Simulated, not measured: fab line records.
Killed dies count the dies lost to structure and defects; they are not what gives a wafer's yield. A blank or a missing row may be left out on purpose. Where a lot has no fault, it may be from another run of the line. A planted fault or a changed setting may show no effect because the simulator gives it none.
Struck lot and sound lot, side by side || flow n5Finfet || 24 steps out of a route of 1938
Sound: these wafers, L692.3, L692.4, L692.6. The struck wafers were L698.1, L698.3, L698.6. The cause is given at the end.
Per side, at each step with rows, come the tool, then ch with its chambers, and then its first start. Under that, the readings that differ: sound wafers || struck wafers || difference of the means || sigmas: that difference in standard deviations of wafers without a fault.
alike: a reading whose means differ by less than 2 such deviations, as well as words and numbers matching on both sides. not compared: withheld readings; readings where some wafer has no value; bounds like >300 that might hide an equal value; numbers whose values overlap and for which the record gives no deviation.
Wherever a step has rows on one side only, a row that says differs or no value, or a row with sigmas, the two part there. When numbers do not overlap yet have no deviation, they are printed without sigmas and do not part them. A reading that every wafer of one side lacks parts them only if that side has two wafers or more.

first, 11 steps without rows for these wafers: N5_GATE_CUT_VAPOR_ETCH_60 (etches HfO2 in BCl3/Cl2); N5_GATE_CUT_ETCH_58 (etches SiNx in CH3F/O2, target depth 17 nm, time 128.6 s); N5_GATE_CUT_STRIP_59 (strips in N2/H2, time 20 s); N5_GATE_CUT_PRECLEAN_31 (cleans in DIW, time 300 s); N5_GATE_CUT_SRD_32 (time 30 s); N5_GATE_CUT_SAC_CAP_01 (material SiNx, target thk 24 nm, pulse time 1 s, ald cycles 480); N5_GATE_CUT_PECVD_57 (deposits SiNx from SiH4/NH3/N2, target thk 21 nm); N5_GATE_CUT_CMP_02 (polishes, stops on SiO2, t overpolish 12.7 s, target thk 0 nm); N5_GATE_CUT_HM_DEP_46 (deposits SiO2 from TEOS/O2, target thk 130 nm, time 26.6 s); N5_GATE_CUT_COAT_34 (time 60 s, resist thk 60 nm); N5_GATE_CUT_COAT_35 (time 60 s, resist thk 10 nm).
N5_GATE_CUT_COAT_27: time 60 s, resist thk 10 nm.
  sound on lithoTrack-03 ch 0, day 6 06:30; struck on lithoTrack-03 ch 0, day 7 19:02
{"reading": "spinSpeedRpm (rpm)", "sound": "1499.5 1498.7 1500.0", "struck": "1822.0 1822.4 1819.7", "difference": "+322.0", "sigmas": "+99 or more"}
{"reading": "model.underlayer_of_GATE_CUT_COAT_27.thkNm (nm)", "sound": "10 10 10", "struck": "9 9 9", "difference": -1, "sigmas": ""}
  alike: dispensePressureKPa, heaterPowerTotalW
then, 7 steps without rows for these wafers: N5_GATE_CUT_COAT_07 (resist thk 30 nm); N5_GATE_CUT_EBR_09; N5_GATE_CUT_SOFTBAKE_08 (time 60 s); N5_GATE_CUT_EXPOSE_10 (exposes mask GATE CUT, target cd 20 nm); N5_GATE_CUT_PEB_11 (peb time 60 s); N5_GATE_CUT_DEVELOP_12 (develop time 30 s); N5_GATE_CUT_DESCUM_18 (chemistry O2, time 7 s).
N5_GATE_CUT_ETCH_28: etches underlayer in N2/H2, target depth 13 nm, time 10.4 s.
  sound on rieDiel-04 ch 0,2,3, day 6 07:03; struck on rieDiel-03 ch 0,1,2, day 7 19:35
{"reading": "etchRfOnTimeS (s)", "sound": "10.29 10.57 10.51", "struck": "9.43 9.43 9.56", "difference": -0.98, "sigmas": -4}
{"reading": "model.CAR-EUV_of_GATE_CUT_COAT_07.thkNm (nm)", "sound": "14.8 14.6 14.4", "struck": "15.8 15.8 15.8", "difference": "+1.2", "sigmas": ""}
{"reading": "model.etch.depthNm (nm)", "sound": "9.96 9.979 9.973", "struck": "9.052 9.062 9.036", "difference": -0.921, "sigmas": ""}
  alike: drypumpMotorCurrentA, oesProductAu, rfVppV, showerheadPlenumPTorr, throttleValvePct
  not compared: rfHoursCounterH
N5_GATE_CUT_ETCH_36: etches SiARC in CF4, target depth 13 nm, time 21.7 s.
  sound on rieDiel-04 ch 0,2,3, day 6 07:04; struck on rieDiel-03 ch 0,1,2, day 7 19:36
{"reading": "rfVppV (V)", "sound": "183.2 183.2 182.1", "struck": "185.9 185.3 184.6", "difference": "+2.4", "sigmas": "+2"}
{"reading": "model.CAR-EUV_of_GATE_CUT_COAT_07.thkNm (nm)", "sound": "7 7 6.8", "struck": "8 8 8", "difference": "+1", "sigmas": ""}
  alike: cf4FlowSccm, drypumpMotorCurrentA, etchRfOnTimeS, mfcArSccm, oesProductAu, showerheadPlenumPTorr, throttleValvePct
  not compared: rfHoursCounterH
then, 1 step without rows for these wafers: N5_GATE_CUT_ETCH_37 (etches SOC in N2/H2, target depth 60 nm, overetch 12 nm, time 90 s).
-- here the record skips 4 days between the struck wafers' starts before and after, leaving off in module GATE_CUT and picking up in module BEOL_M4 (first step shown: number 1111 of the route) --
N5_BEOL_M4_RC_MEAS_101:
  sound on prober-01 ch 0, day 10 07:38; struck on prober-01 ch 0, day 11 19:15
  alike: DIBL_N, DIBL_P, IOFF_N, IOFF_P, ION_N, ION_P, SS_N, SS_P, VT_N, VT_P
-- here the record skips 5 days between the struck wafers' starts before and after, leaving off in module BEOL_M4 and picking up in module PASSIVATION (first step shown: number 1936 of the route) --
N5_PASSIVATION_PROBE_49:
  sound: prober-02 at day 15 04:38; struck: prober-01 at day 16 13:55
{"reading": "killedShort", "sound": "37 47 45", "struck": "21 23 33", "difference": -17, "sigmas": -2}
  alike: defectLimitedYield, killed_at_M0_to_M3, killed_at_M4_up, killedAtContacts, killedAtFrontEnd, killedAtOther, killedDies, killedOnRim, killedOpen, sort_bin_5_function, sort_bin_6_memory, sort_bin_8_speed, sortNPass, sortYieldPct

WHERE THEY PART
Last at N5_PASSIVATION_PROBE_49 as far as this record goes, first at N5_GATE_CUT_COAT_27.

WHY: the cause the simulator had injected
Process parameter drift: lithoTrack-03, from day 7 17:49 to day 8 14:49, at N5_GATE_CUT_COAT_27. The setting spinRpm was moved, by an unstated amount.
